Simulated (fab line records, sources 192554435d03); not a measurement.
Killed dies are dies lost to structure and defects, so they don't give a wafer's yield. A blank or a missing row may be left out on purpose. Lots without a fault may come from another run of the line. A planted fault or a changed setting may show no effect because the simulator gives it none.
fab line records | flow n5_finfet
record lots=10 wafers=30 last_day=17
route steps=1938 shown ILD0@345 SDB@356 BEOL_M4@1111 PASSIVATION@1936
lots that met no fault: from a run of the same line without faults
start_h: hours from the record's first day to the start of the lot's first wafer shown | wait_h: hours since the lot's step before | " the same as in the row above | L1.1+2: a row that stands for several wafers | - no value, or no start given | * or withheld: withheld | < > ~ a bound
route shown NAME@n: a module of which the file shows steps, and the number in the route of the first | usual: mean/standard deviation of fault-free wafers | same: alike in all rows | chamber/n: place in a boat | sites: the reading at each site | _std_site: their standard deviation | _edge_site: outer sites' mean less inner sites' | radius_mm: how far each site lies from the wafer's centre | mask NAME#n: copy n | behind: the tool/chamber that last shaped the wafer | hold: why the lot was held/for how many hours/how that ended | device: the transistor (n, p or np) that didn't switch | end of line: the same wafers' tests at the end of the route | a step without rows: its recipe alone | killed: dies lost to structure and defects at the first sort, not the wafer's yield | map: a wafer's dies, x killed, . not, _ none there
set.NAME: the setting as run; set.NAME@STEP: as run at that earlier step | model.NAME: the simulator's own value behind a step, which no gauge read
steps of the route over a sample of lots; a table a step, a row a wafer
services: from which hour (start_h, from the record's first day; less than 0 if before it) a tool's chamber was out of use, for how many hours, and why
## steps
# step N5_ILD0_THK_MEAS_13
# usual thk_nm=17.9/0.87
# columns lot.wafer tool chamber start_h wait_h thk_nm
L986.1 film_metro-01 - 102.72 - 17.5
L986.3 " - " " 17.7
L986.4 " - " " 17.5
L987.2 film_metro-01 - 108.12 - 18.4
L987.4 " - " " 18.4
L987.6 " - " " 18.8
L989.1 film_metro-01 - 118.68 - 17.1
L989.2 " - " " 17.2
L989.6 " - " " 16.2
L990.1 film_metro-02 - 126.25 - 19.1
L990.2 " - " " 18.3
L990.4 " - " " 18.1
L991.1 film_metro-01 - 132.31 - 18.0
L991.2 " - " " 16.9
L991.4 " - " " 18.0
L992.1 film_metro-02 - 136.45 - 19.3
L992.3 " - " " 18.2
L992.4 " - " " 18.8
L993.3 film_metro-02 - 143.21 - 17.1
L993.5 " - " " 17.7
L993.6 " - " " 18.9
L100.1 film_metro-01 - 183.83 - 19.3
L100.2 " - " " 16.9
L100.3 " - " " 18.7
L102.1 film_metro-01 - 201.79 - 17.6
L102.3 " - " " 17.5
L102.5 " - " " 19.3
L103.3 film_metro-02 - 205.28 - 17.4
L103.4 " - " " 18.1
L103.6 " - " " 17.8
# step N5_SDB_CD_MEAS_11
# recipe target_cd_nm=50 landing_energy_ev=500 detector=se_inlens polarity=opening
# usual cd_nm=49.8/0.75
# columns lot.wafer tool chamber start_h wait_h cd_nm
L986.1 cd_sem-03 0 103.23 - 48.5
L986.3 " 0 " " 49.8
L986.4 " 0 " " 49.1
L987.2 cd_sem-02 0 108.51 - 48.9
L987.4 " 0 " " 48.9
L987.6 " 0 " " 50.2
L989.1 cd_sem-01 0 119.20 - 48.7
L989.2 " 0 " " 49.8
L989.6 " 0 " " 49.9
L990.1 cd_sem-01 0 126.77 - 48.7
L990.2 " 0 " " 49.2
L990.4 " 0 " " 49.1
L991.1 cd_sem-01 0 132.69 - 50.9
L991.2 " 0 " " 50.5
L991.4 " 0 " " 49.6
L992.1 cd_sem-01 0 136.83 - 49.5
L992.3 " 0 " " 49.6
L992.4 " 0 " " 49.5
L993.3 cd_sem-02 0 143.73 - 50.0
L993.5 " 0 " " 50.6
L993.6 " 0 " " 50.3
L100.1 cd_sem-03 0 184.34 - 50.0
L100.2 " 0 " " 50.7
L100.3 " 0 " " 49.2
L102.1 cd_sem-02 0 202.30 - 49.8
L102.3 " 0 " " 48.7
L102.5 " 0 " " 48.8
L103.3 cd_sem-02 0 205.80 - 48.7
L103.4 " 0 " " 49.9
L103.6 " 0 " " 50.6
# step N5_SDB_OVL_MEAS_12
# recipe points_per_wafer=44
# usual SDB_OVL=0.2/0.65
# columns lot.wafer tool chamber start_h wait_h SDB_OVL[nm]
L986.1 overlay-01 0 103.26 0.0 0.2
L986.3 " 0 " " 0.7
L986.4 " 0 " " 0.7
L987.2 overlay-02 0 108.54 0.0 0.9
L987.4 " 0 " " 0.3
L987.6 " 0 " " 0.6
L989.1 overlay-02 0 119.24 0.0 0.5
L989.2 " 0 " " 0.4
L989.6 " 0 " " 0.7
L990.1 overlay-01 0 126.80 0.0 -0.2
L990.2 " 0 " " -0.6
L990.4 " 0 " " -0.6
L991.1 overlay-01 0 132.72 0.0 0.3
L991.2 " 0 " " -0.8
L991.4 " 0 " " -0.1
L992.1 overlay-01 0 136.86 0.0 -0.1
L992.3 " 0 " " -0.8
L992.4 " 0 " " -0.2
L993.3 overlay-01 0 143.76 0.0 0.0
L993.5 " 0 " " 0.6
L993.6 " 0 " " -1.2
L100.1 overlay-01 0 184.37 0.0 -0.1
L100.2 " 0 " " 0.5
L100.3 " 0 " " 1.0
L102.1 overlay-01 0 202.33 0.0 0.2
L102.3 " 0 " " 0.3
L102.5 " 0 " " 0.6
L103.3 overlay-02 0 205.83 0.0 -0.6
L103.4 " 0 " " 0.5
L103.6 " 0 " " -1.2
# step N5_SDB_ALD_29
# recipe material=SiNx target_thk_a=300 temp_c=400 ald_precursor_family=SiH2I2 ald_co_reactant=N2/H2-plasma pulse_time_s=1 ald_cycles=600 purge_time_s=2 co_reactant_purge_time_s=2 pressure_torr=2
# usual ald_cycles=600/0 chamber_pressure_Torr=2.000/0.0044 heater_power_outer_w=526/75 heater_power_w=840/96 precursor_pulse_height_rel=1.003/0.021
# columns lot.wafer tool chamber start_h wait_h ald_cycles chamber_pressure_Torr heater_power_outer_w heater_power_w precursor_pulse_height_rel
L986.1 ald_sin-04 1 104.11 0.0 600 2.000 546 820 0.965
L986.3 " 2 " " 600 2.000 513 849 0.989
L986.4 " 0 " " 600 2.002 622 993 0.995
L987.2 ald_sin-02 2 109.58 0.0 600 2.002 525 849 0.995
L987.4 " 3 " " 600 2.002 564 957 1.013
L987.6 " 1 110.93 1.4 600 2.002 385 633 1.017
L989.1 ald_sin-01 3 120.09 0.0 600 2.003 528 839 1.000
L989.2 " 2 " " 600 1.998 649 950 1.012
L989.6 " 2 121.45 1.4 600 1.997 663 924 1.008
L990.1 ald_sin-02 3 128.43 0.8 600 1.997 570 964 0.980
L990.2 " 0 " " 600 2.003 591 891 0.982
L990.4 " 1 " " 600 2.000 384 655 0.971
L991.1 ald_sin-02 3 133.81 0.0 - - - - -
L991.2 " 0 " " - - - - -
L991.4 " 1 " " - - - - -
L992.1 ald_sin-02 2 137.72 0.0 - - - - -
L992.3 " 0 " " - - - - -
L992.4 " 1 " " - - - - -
L993.3 ald_sin-02 0 144.75 0.0 - - - - -
L993.5 " 0 146.10 1.4 - - - - -
L993.6 " 1 " " - - - - -
L100.1 ald_sin-01 3 186.52 0.7 600 1.996 539 861 0.974
L100.2 " 1 " " 600 2.003 423 768 1.010
L100.3 " 0 " " 600 2.004 577 869 0.995
L102.1 ald_sin-04 1 203.18 0.0 600 1.991 548 800 0.995
L102.3 " 3 " " 600 1.997 438 703 0.988
L102.5 " 3 204.54 1.4 600 2.001 441 717 1.005
L103.3 ald_sin-02 2 206.76 0.0 600 1.991 532 847 1.000
L103.4 " 1 " " 600 2.007 380 642 1.015
L103.6 " 1 208.11 1.4 600 2.007 382 639 1.025
# step N5_SDB_CMP_30
# recipe stop_on=poly-Si t_overpolish_s=1.54 post_cmp_clean=alkaline_brush down_force_psi=4.1491 platen_rpm=51.796 pad_velocity_m_s=1.0306 target_thk_nm=30
# usual motor_current_A=12.9/1.5 time_to_endpoint_s=17.2/2.2
# columns lot.wafer tool chamber start_h wait_h motor_current_A time_to_endpoint_s
L986.1 cmp-03 0 106.85 1.4 14.3 14.6
L986.3 " 1 " " 12.6 13.0
L986.4 " 3 " " 12.9 14.5
L987.2 cmp-01 1 112.35 1.4 12.0 18.5
L987.4 " 3 " " 11.6 19.8
L987.6 " 1 " " 12.3 18.0
L989.1 cmp-03 3 122.86 1.4 12.8 18.1
L989.2 " 1 " " 12.6 15.3
L989.6 " 3 " " 13.0 17.5
L990.2 cmp-02 0 131.17 1.4 11.5 18.9
L990.1 " 1 " " 15.0 17.0
L990.4 " 2 " " 10.9 17.8
L991.1 cmp-03 1 136.54 1.4 13.3 5.3
L991.4 " 2 " " 11.2 5.2
L991.2 " 3 " " 13.0 4.8
L992.4 cmp-02 2 140.46 1.4 10.8 5.7
L992.3 " 3 " " 12.4 5.9
L992.1 " 1 " " 14.4 5.3
L993.3 cmp-03 3 147.48 1.4 13.7 6.5
L993.5 " 3 " " 13.6 5.0
L993.6 " 0 " " 13.6 5.0
L100.3 cmp-01 2 189.26 1.4 15.3 22.8
L100.1 " 0 " " 14.2 21.6
L100.2 " 1 " " 11.6 21.0
L102.3 cmp-01 0 205.95 1.4 13.3 19.9
L102.1 " 2 " " 15.6 19.6
L102.5 " 0 " " 13.3 20.3
L103.3 cmp-01 2 209.49 1.4 15.5 20.8
L103.4 " 0 " " 13.8 18.5
L103.6 " 3 " " 12.1 18.9
# step N5_BEOL_M4_RC_MEAS_101
# usual DIBL_N=36.4/1.5 DIBL_P=36.4/1.6 IOFF_N=0.164/0.025 IOFF_P=0.214/0.028 ION_N=675/9.9 ION_P=463/6.5 SS_N=71.5/0.5 SS_P=73.3/0.56 VT_N=249.2/2.7 VT_P=-250.1/2.8
# columns lot.wafer tool chamber start_h wait_h DIBL_N[mV/V] DIBL_P[mV/V] IOFF_N[nA/um] IOFF_P[nA/um] ION_N[uA/um] ION_P[uA/um] SS_N[mV/dec] SS_P[mV/dec] VT_N[mV] VT_P[mV]
L986.1 prober-01 0 204.93 0.0 37.0 38.9 0.179 0.242 677 462 72.6 72.9 247.9 -251.3
L986.3 " 0 " " 37.1 39.1 0.171 0.249 676 464 72.4 73.9 250.5 -248.7
L986.4 " 0 " " 35.8 37.2 0.159 0.212 677 466 71.5 73.1 251.4 -248.6
L987.2 prober-01 0 214.72 1.1 38.0 38.1 0.188 0.232 679 458 71.8 73.6 246.1 -248.4
L987.4 " 0 " " 39.0 39.0 0.219 0.242 694 469 72.1 73.2 242.9 -249.2
L987.6 " 0 " " 38.1 37.9 0.191 0.228 688 466 71.2 74.3 244.9 -249.0
L989.1 prober-01 0 216.73 0.4 38.2 35.8 0.172 0.221 674 459 72.2 73.0 249.4 -249.3
L989.2 " 0 " " 38.7 36.1 0.184 0.239 681 470 72.0 73.4 246.6 -247.6
L989.6 " 0 " " 38.6 36.6 0.187 0.254 675 465 71.8 73.6 245.5 -248.3
L990.1 prober-01 0 219.04 0.0 36.6 35.7 0.166 0.235 669 464 70.9 73.8 247.2 -249.2
L990.2 " 0 " " 36.8 35.6 0.178 0.235 674 465 71.5 73.2 247.5 -249.1
L990.4 " 0 " " 37.5 36.3 0.184 0.242 681 456 72.0 73.2 246.3 -250.3
L100.1 prober-01 0 288.38 0.0 37.0 37.4 0.161 0.218 674 463 71.5 73.1 247.9 -252.6
L100.2 " 0 " " 36.1 36.9 0.150 0.207 677 464 72.0 72.8 247.4 -249.7
L100.3 " 0 " " 36.7 37.4 0.152 0.208 669 464 71.9 73.1 248.8 -250.3
L103.3 prober-02 0 303.39 0.3 37.4 37.1 0.184 0.225 675 464 71.4 73.8 246.9 -250.5
L103.4 " 0 " " 36.6 36.1 0.164 0.212 674 457 71.6 73.7 251.0 -251.4
L103.6 " 0 " " 37.8 36.8 0.174 0.218 678 459 71.2 74.1 249.6 -249.9
L102.1 prober-02 0 304.01 0.7 35.5 35.8 0.140 0.200 660 457 71.3 72.4 250.5 -249.5
L102.3 " 0 " " 36.0 36.8 0.158 0.221 670 465 72.0 73.2 249.4 -250.0
L102.5 " 0 " " 36.3 36.5 0.155 0.216 665 464 71.7 72.3 251.5 -250.7
# step N5_PASSIVATION_PROBE_49
# usual defect_limited_yield=91.1/1.4 killed_at_M0_to_M3=35/8.7 killed_at_M4_up=14/5.3 killed_at_contacts=12/6.2 killed_at_front_end=41/12 killed_at_other=3.4/2.6 killed_dies=105/16 killed_on_rim=14/3.8 killed_open=67/13 killed_short=36/7.3 sort_bin_5_function=5.2/0.96 sort_bin_6_memory=3.3/0.6 sort_n_pass=1075/16 sort_yield_pct=91.1/1.4
# same gross_dies=1180 killed_at_back_side=0 sort_bin_4_leakage[%]=0 sort_bin_8_speed[%]=0
# columns lot.wafer tool chamber start_h wait_h defect_limited_yield[%] killed_at_M0_to_M3 killed_at_M4_up killed_at_contacts killed_at_front_end killed_at_other killed_dies killed_on_rim killed_open killed_short sort_bin_5_function[%] sort_bin_6_memory[%] sort_n_pass sort_yield_pct[%]
L986.1 prober-01 - 305.14 0.0 88.5 46 11 5 69 5 136 18 83 52 7.5 3.6 1044 88.5
L986.3 prober-01 - 305.24 0.1 91.2 42 8 6 47 1 104 12 69 35 5.6 3.0 1076 91.2
L986.4 prober-01 - 305.29 0.2 90.0 32 12 8 66 0 118 17 67 46 6.3 3.1 1062 90.0
L987.2 prober-01 - 315.23 0.1 89.0 49 8 14 56 3 130 15 80 49 6.0 4.5 1050 89.0
L987.4 prober-01 - 315.33 0.2 89.4 46 16 10 51 2 125 19 89 36 6.2 4.1 1055 89.4
L987.6 prober-01 - 315.43 0.3 90.1 30 10 18 54 5 117 15 86 31 6.4 3.0 1063 90.1
L989.1 prober-02 - 317.92 0.0 88.6 41 24 22 45 2 134 16 83 50 7.2 3.7 1046 88.6
L989.2 prober-02 - 317.97 0.1 91.0 36 18 18 29 5 106 14 78 27 5.5 3.4 1074 91.0
L989.6 prober-02 - 318.17 0.3 90.3 51 9 18 37 0 115 21 69 46 5.3 4.1 1065 90.3
L990.1 prober-02 - 321.42 0.0 92.9 17 16 9 41 1 84 14 50 33 4.1 2.9 1096 92.9
L990.2 prober-02 - 321.47 0.1 91.9 36 6 11 42 0 95 17 57 38 4.4 3.3 1085 91.9
L990.4 prober-02 - 321.57 0.2 91.4 35 9 5 49 4 102 11 69 32 5.1 3.1 1078 91.4
L991.1 prober-01 - 336.10 0.0 0 37 12 10 1120 1 1180 152 59 36 96.9 2.7 0 0
L991.2 prober-01 - 336.15 0.1 0 36 8 13 1119 4 1180 152 60 41 96.3 3.1 0 0
L991.4 prober-01 - 336.25 0.2 0 32 3 16 1121 8 1180 152 66 38 96.9 2.7 0 0
L993.3 prober-02 - 345.40 0.1 0 39 21 17 1098 5 1180 152 86 39 95.4 4.2 0 0
L993.5 prober-02 - 345.50 0.2 0 19 19 6 1135 1 1180 152 50 19 97.9 1.9 0 0
L993.6 prober-02 - 345.55 0.3 0 17 10 13 1135 5 1180 152 54 32 96.6 3.0 0 0
L992.1 prober-02 - 347.91 0.2 0 38 6 11 1122 3 1180 152 79 42 96.2 3.3 0 0
L992.3 prober-02 - 348.01 0.3 0 29 17 6 1121 7 1180 152 67 35 96.6 3.2 0 0
L992.4 prober-02 - 348.06 0.3 0 35 4 5 1135 1 1180 152 58 37 96.9 2.5 0 0
L100.1 prober-01 - 398.14 0.0 90.5 33 23 20 32 4 112 10 72 40 5.3 3.9 1068 90.5
L100.2 prober-01 - 398.19 0.1 88.1 54 15 15 53 3 140 20 99 41 6.9 4.5 1040 88.1
L100.3 prober-01 - 398.24 0.1 91.5 37 16 19 25 3 100 10 69 30 5.4 3.0 1080 91.5
L103.3 prober-01 - 410.74 0.1 89.9 32 15 26 46 0 119 11 80 38 5.3 4.4 1061 89.9
L103.4 prober-01 - 410.79 0.2 90.9 45 9 25 27 1 107 10 70 36 5.7 3.3 1073 90.9
L103.6 prober-01 - 410.89 0.3 92.0 21 16 23 33 1 94 10 56 36 4.6 3.2 1086 92.0
L102.1 prober-02 - 413.60 0.0 91.3 37 8 14 42 2 103 12 70 32 5.2 3.5 1077 91.3
L102.3 prober-02 - 413.70 0.1 91.4 35 11 13 39 4 102 17 59 40 5.2 3.1 1078 91.4
L102.5 prober-02 - 413.80 0.2 90.4 49 21 7 33 3 113 18 70 42 6.6 2.9 1067 90.4
# killed by level:class
L986.1 FIN_SAQP:geometric_particle:open=20 FIN_SAQP:geometric_particle:short=15 BEOL_M1:geometric_particle:open=12 BEOL_M0_SAQP:geometric_particle:short=11 BEOL_M0_SAQP:geometric_particle:open=8 STI_FIN_REVEAL:geometric_particle:open=6 DUMMY_GATE:geometric_particle:open=6 BEOL_M1:geometric_particle:short=5
L986.3 FIN_SAQP:geometric_particle:open=14 BEOL_M0_SAQP:geometric_particle:open=10 STI_FIN_REVEAL:geometric_particle:open=9 BEOL_M0_SAQP:geometric_particle:short=9 BEOL_M1:geometric_particle:open=8 BEOL_M1:geometric_particle:short=6 FIN_SAQP:geometric_particle:short=5 BEOL_M2:geometric_particle:open=5
L986.4 FIN_SAQP:geometric_particle:open=17 BEOL_M0_SAQP:geometric_particle:open=15 FIN_SAQP:geometric_particle:short=14 GATE_CUT:geometric_particle:short=11 BEOL_M0_SAQP:geometric_particle:short=8 STI_FIN_REVEAL:geometric_particle:open=6 GATE_CUT:geometric_particle:open=6 MOL_CONTACT_COAG:geometric_particle:open=6
L987.2 BEOL_M1:geometric_particle:open=14 STI_FIN_REVEAL:geometric_particle:open=14 MOL_CONTACT_COAG:geometric_particle:open=11 BEOL_M0_SAQP:geometric_particle:short=10 FIN_SAQP:geometric_particle:short=7 FIN_SAQP:geometric_particle:open=7 BEOL_M3:geometric_particle:open=6 BEOL_M0_SAQP:geometric_particle:open=6
L987.4 STI_FIN_REVEAL:geometric_particle:open=24 BEOL_M0_SAQP:geometric_particle:open=17 FIN_SAQP:geometric_particle:open=9 BEOL_M2:geometric_particle:open=7 MOL_CONTACT_COAG:geometric_particle:open=6 BEOL_M0_SAQP:geometric_particle:short=6 FIN_SAQP:geometric_particle:short=5 MOL_CONTACT_COAG:geometric_particle:short=4
L987.6 MOL_CONTACT_COAG:geometric_particle:open=14 STI_FIN_REVEAL:geometric_particle:open=12 BEOL_M0_SAQP:geometric_particle:open=10 FIN_SAQP:geometric_particle:open=8 ILD0:geometric_particle:open=7 BEOL_M3:geometric_particle:open=6 FIN_SAQP:geometric_particle:short=5 DUMMY_GATE:geometric_particle:open=5
L989.1 MOL_CONTACT_COAG:geometric_particle:open=15 FIN_SAQP:geometric_particle:short=13 BEOL_M4:geometric_particle:open=12 BEOL_M0_SAQP:geometric_particle:open=9 BEOL_M3:geometric_particle:open=9 GATE_CUT:geometric_particle:short=7 MOL_CONTACT_COAG:geometric_particle:short=7 BEOL_M0_SAQP:geometric_particle:short=7
L989.2 FIN_SAQP:geometric_particle:open=13 BEOL_M4:geometric_particle:open=12 MOL_CONTACT_COAG:geometric_particle:open=12 BEOL_M0_SAQP:geometric_particle:open=9 BEOL_M1:geometric_particle:open=7 BEOL_M3:geometric_particle:open=7 MOL_CONTACT_COAG:geometric_particle:short=6 BEOL_M2:geometric_particle:open=6
L989.6 BEOL_M0_SAQP:geometric_particle:short=18 MOL_CONTACT_COAG:geometric_particle:open=11 BEOL_M0_SAQP:geometric_particle:open=10 FIN_SAQP:geometric_particle:open=8 MOL_CONTACT_COAG:geometric_particle:short=7 BEOL_M4:geometric_particle:open=7 FIN_SAQP:geometric_particle:short=5 DUMMY_GATE:geometric_particle:open=5
L990.1 STI_FIN_REVEAL:geometric_particle:open=14 FIN_SAQP:geometric_particle:short=8 MOL_CONTACT_COAG:geometric_particle:open=6 BEOL_M0_SAQP:geometric_particle:short=6 BEOL_M4:geometric_particle:open=5 FIN_SAQP:geometric_particle:open=4 DUMMY_GATE:geometric_particle:open=4 BEOL_M0_SAQP:geometric_particle:open=4
L990.2 BEOL_M0_SAQP:geometric_particle:open=12 FIN_SAQP:geometric_particle:short=11 STI_FIN_REVEAL:geometric_particle:open=8 MOL_CONTACT_COAG:geometric_particle:open=7 ILD0:geometric_particle:short=6 BEOL_M0_SAQP:geometric_particle:short=6 BEOL_M1:geometric_particle:open=6 GATE_CUT:geometric_particle:short=5
L990.4 STI_FIN_REVEAL:geometric_particle:open=16 BEOL_M1:geometric_particle:open=9 FIN_SAQP:geometric_particle:short=8 BEOL_M0_SAQP:geometric_particle:open=8 FIN_SAQP:geometric_particle:open=6 BEOL_M0_SAQP:geometric_particle:short=6 BEOL_M2:geometric_particle:open=6 DUMMY_GATE:geometric_particle:open=5
L991.1 SDB:area_ald=1083 BEOL_M0_SAQP:geometric_particle:short=12 MOL_CONTACT_COAG:geometric_particle:open=9 BEOL_M2:geometric_particle:open=8 GATE_CUT:geometric_particle:short=7 DUMMY_GATE:geometric_particle:open=6 BEOL_M0:geometric_particle:open=6 STI_FIN_REVEAL:geometric_particle:open=4
L991.2 SDB:area_ald=1078 BEOL_M0_SAQP:geometric_particle:short=13 BEOL_M0_SAQP:geometric_particle:open=11 MOL_CONTACT_COAG:geometric_particle:open=10 STI_FIN_REVEAL:geometric_particle:open=8 GATE_CUT:geometric_particle:short=8 BEOL_M3:geometric_particle:open=6 FIN_SAQP:geometric_particle:short=4
L991.4 SDB:area_ald=1075 BEOL_M0_SAQP:geometric_particle:open=13 MOL_CONTACT_COAG:geometric_particle:open=13 FIN_SAQP:geometric_particle:short=12 GATE_CUT:geometric_particle:short=9 FIN_SAQP:geometric_particle:open=8 BEOL_M0_SAQP:geometric_particle:short=6 STI_FIN_REVEAL:geometric_particle:open=5
L993.3 SDB:area_ald=1053 MOL_CONTACT_COAG:geometric_particle:open=13 BEOL_M4:geometric_particle:open=12 FIN_SAQP:geometric_particle:open=11 BEOL_M1:geometric_particle:open=8 BEOL_M2:geometric_particle:open=8 BEOL_M3:geometric_particle:open=7 FIN_SAQP:geometric_particle:short=6
L993.5 SDB:area_ald=1110 BEOL_M4:geometric_particle:open=9 STI_FIN_REVEAL:geometric_particle:open=5 GATE_CUT:geometric_particle:short=5 MOL_CONTACT_COAG:geometric_particle:open=5 BEOL_M2:geometric_particle:open=5 BEOL_M3:geometric_particle:open=5 BEOL_M6:geometric_particle:open=4
L993.6 SDB:area_ald=1093 MOL_CONTACT_COAG:geometric_particle:open=11 STI_FIN_REVEAL:geometric_particle:open=7 GATE_CUT:geometric_particle:short=6 STARTING-WAFER:geometric_particle:open=6 DUMMY_GATE:geometric_particle:open=5 BEOL_M0_SAQP:geometric_particle:open=5 PAD_METAL:geometric_particle:short=4
L992.1 SDB:area_ald=1058 FIN_SAQP:geometric_particle:open=27 FIN_SAQP:geometric_particle:short=11 BEOL_M0_SAQP:geometric_particle:open=10 BEOL_M2:geometric_particle:open=8 BEOL_M3:geometric_particle:open=8 MOL_CONTACT_COAG:geometric_particle:open=7 STI_FIN_REVEAL:geometric_particle:open=6
L992.3 SDB:area_ald=1078 FIN_SAQP:geometric_particle:open=18 FIN_SAQP:geometric_particle:short=9 BEOL_M3:geometric_particle:open=9 BEOL_M4:geometric_particle:open=7 BEOL_M0_SAQP:geometric_particle:short=6 BEOL_M0_SAQP:geometric_particle:open=5 MOL_CONTACT_COAG:geometric_particle:open=4
L992.4 SDB:area_ald=1085 BEOL_M3:geometric_particle:open=12 FIN_SAQP:geometric_particle:short=9 GATE_CUT:geometric_particle:short=8 BEOL_M0_SAQP:geometric_particle:open=8 FIN_SAQP:geometric_particle:open=7 GATE_CUT:geometric_particle:open=6 STI_FIN_REVEAL:geometric_particle:open=4
L100.1 MOL_CONTACT_COAG:geometric_particle:open=17 BEOL_M4:geometric_particle:open=17 BEOL_M0_SAQP:geometric_particle:short=11 FIN_SAQP:geometric_particle:short=6 BEOL_M0_SAQP:geometric_particle:open=6 BEOL_M3:geometric_particle:open=5 STI_FIN_REVEAL:geometric_particle:open=4 ILD0:geometric_particle:short=4
L100.2 STI_FIN_REVEAL:geometric_particle:open=20 BEOL_M0_SAQP:geometric_particle:open=17 MOL_CONTACT_COAG:geometric_particle:open=14 BEOL_M0_SAQP:geometric_particle:short=14 BEOL_M3:geometric_particle:open=11 STI_FIN_REVEAL:geometric_particle:short=7 BEOL_M2:geometric_particle:open=6 BEOL_M4:geometric_particle:open=6
L100.3 MOL_CONTACT_COAG:geometric_particle:open=14 BEOL_M0_SAQP:geometric_particle:open=11 BEOL_M0_SAQP:geometric_particle:short=10 BEOL_M3:geometric_particle:open=9 STI_FIN_REVEAL:geometric_particle:open=8 BEOL_M4:geometric_particle:open=7 FIN_SAQP:geometric_particle:open=5 BEOL_M2:geometric_particle:open=5
L103.3 MOL_CONTACT_COAG:geometric_particle:open=20 FIN_SAQP:geometric_particle:short=10 STI_FIN_REVEAL:geometric_particle:open=10 BEOL_M1:geometric_particle:open=7 FIN_SAQP:geometric_particle:open=6 GATE_CUT:geometric_particle:short=6 MOL_CONTACT_COAG:geometric_particle:short=6 BEOL_M0_SAQP:geometric_particle:open=6
L103.4 MOL_CONTACT_COAG:geometric_particle:open=18 BEOL_M0_SAQP:geometric_particle:open=10 GATE_CUT:geometric_particle:short=8 BEOL_M0_SAQP:geometric_particle:short=7 BEOL_M1:geometric_particle:open=7 BEOL_M2:geometric_particle:open=7 MOL_CONTACT_COAG:geometric_particle:short=6 BEOL_M3:geometric_particle:open=6
L103.6 MOL_CONTACT_COAG:geometric_particle:open=20 BEOL_M0_SAQP:geometric_particle:short=8 FIN_SAQP:geometric_particle:open=7 GATE_CUT:geometric_particle:short=6 FIN_SAQP:geometric_particle:short=5 BEOL_M1:geometric_particle:short=4 BEOL_M4:geometric_particle:open=4 STI_FIN_REVEAL:geometric_particle:open=3
L102.1 BEOL_M0_SAQP:geometric_particle:open=15 MOL_CONTACT_COAG:geometric_particle:open=11 FIN_SAQP:geometric_particle:short=8 STI_FIN_REVEAL:geometric_particle:open=8 BEOL_M0_SAQP:geometric_particle:short=8 FIN_SAQP:geometric_particle:open=7 BEOL_M3:geometric_particle:open=6 STARTING-WAFER:geometric_particle:short=5
L102.3 BEOL_M0_SAQP:geometric_particle:open=15 STI_FIN_REVEAL:geometric_particle:open=11 BEOL_M0_SAQP:geometric_particle:short=9 MOL_CONTACT_COAG:geometric_particle:short=8 MOL_CONTACT_COAG:geometric_particle:open=5 BEOL_M2:geometric_particle:open=5 FIN_SAQP:geometric_particle:short=4 STI_FIN_REVEAL:geometric_particle:short=4
L102.5 BEOL_M0_SAQP:geometric_particle:open=20 BEOL_M0_SAQP:geometric_particle:short=19 STI_FIN_REVEAL:geometric_particle:open=8 FIN_SAQP:geometric_particle:open=6 MOL_CONTACT_COAG:geometric_particle:open=5 FIN_SAQP:geometric_particle:short=4 BEOL_M4:geometric_particle:open=4 BEOL_M4:geometric_particle:short=4
## services
# columns tool chamber start_h hours kind
ald_sin-02 - 86.52 14.0 pm
ald_sin-02 0 86.52 14.0 vent_cycle
ald_sin-02 1 86.52 14.0 vent_cycle
ald_sin-02 2 86.52 15.2 vent_cycle
ald_sin-02 3 86.52 14.0 vent_cycle
ald_sin-02 0 100.52 - clean
ald_sin-02 1 100.52 - clean
ald_sin-02 3 100.52 - clean
cmp-02 - 105.47 11.0 pm
cmp-01 - 122.32 0.2 repair
cmp-03 - 139.74 4.0 pm
cmp-03 - 143.74 - consumable_replace:conditioner
cmp-03 - 143.74 - consumable_replace:pad
cmp-01 - 171.22 0.3 repair
ald_sin-02 - 182.71 14.6 pm
cmp-02 - 184.44 0.7 repair
## key
first_sign step=N5_SDB_ALD_29 reading=tool_record direction=missing
effect step=N5_SDB_CMP_30 reading=time_to_endpoint_s direction=down sigmas=5.4 usual=* struck=*
effect step=N5_PASSIVATION_PROBE_49 reading=sort_bin_5_function direction=up sigmas=95 usual=5.2 struck=96.6
more_kills_born_at N5_SDB_ALD_29@ald_sin-02=9713
met_at N5_SDB_ALD_29
struck_lots L991,L992,L993
later_rows_left_out L991.1,L991.2,L991.4,L992.1,L992.3,L992.4,L993.3,L993.5,L993.6
not_acting_at N5_ILD0_THK_MEAS_13,N5_SDB_CD_MEAS_11,N5_SDB_OVL_MEAS_12
onset_between 128.43 133.81
fault kind=skipped_step_whole tool=ald_sin-02 chamber=- onset_h=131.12 steps=N5_SDB_ALD_29 scope=struck_lots_only
# later_rows_left_out: the simulator's readings of these wafers behind a module that went badly wrong aren't trusted and aren't shown, but for the sort
